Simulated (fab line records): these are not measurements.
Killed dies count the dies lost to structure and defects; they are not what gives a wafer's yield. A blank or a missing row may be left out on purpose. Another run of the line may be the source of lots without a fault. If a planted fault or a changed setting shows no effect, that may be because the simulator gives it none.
Matching of chambers | flow n5 finfet | rie diel-03 running N5_BEOL_M7_ETCH_65: 4 sister chambers
The step etches SiARC in CF4, target depth 15.6 nm, time 26 s. 4 wafers are shown with their chamber, then 9 later ones without.

## WAFERS WITH THEIR CHAMBER
wafer  | chamber | showerhead plenum p Torr (Torr)
L087.5 | 2       | 2.17
L089.3 | 3       | 2.17
L092.4 | 0       | 2.19
L092.5 | 1       | 2.09

## WAFERS WITHOUT THEIR CHAMBER
wafer  | showerhead plenum p Torr (Torr)
L091.2 | 2.16
L091.4 | 2.09
L091.6 | 2.19
L094.1 | 2.19
L094.2 | 2.09
L094.6 | 2.16
L096.1 | 2.16
L096.2 | 2.09
L096.4 | 2.16

## WHICH CHAMBER EACH ONE RAN IN
wafer  | from the rows above     | in truth
L091.2 | can't be placed: 2 or 3 | 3
L091.4 | 1                       | 1
L091.6 | 0                       | 0
L094.1 | 0                       | 0
L094.2 | 1                       | 1
L094.6 | can't be placed: 2 or 3 | 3
L096.1 | can't be placed: 2 or 3 | 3
L096.2 | 1                       | 1
L096.4 | can't be placed: 2 or 3 | 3
Correct placement for 5 of the 9. These rows do not allow placing 4 (true chamber among the candidates in 4). Wrongly placed: 0.
How it was worked out, from the rows above alone: a wafer's distance from a chamber is the root of the sum, over the readings, of the square of ((its reading less the chamber's mean) divided by the reading's scatter). The wafer belongs to the nearest chamber; if the next one is less than 2 further off, it can't be placed. For every chamber, the mean is computed from those of its wafers that are shown. The scatter: root of mean squared gap, hidden wafer to nearest shown wafer, with one shown wafer a chamber.
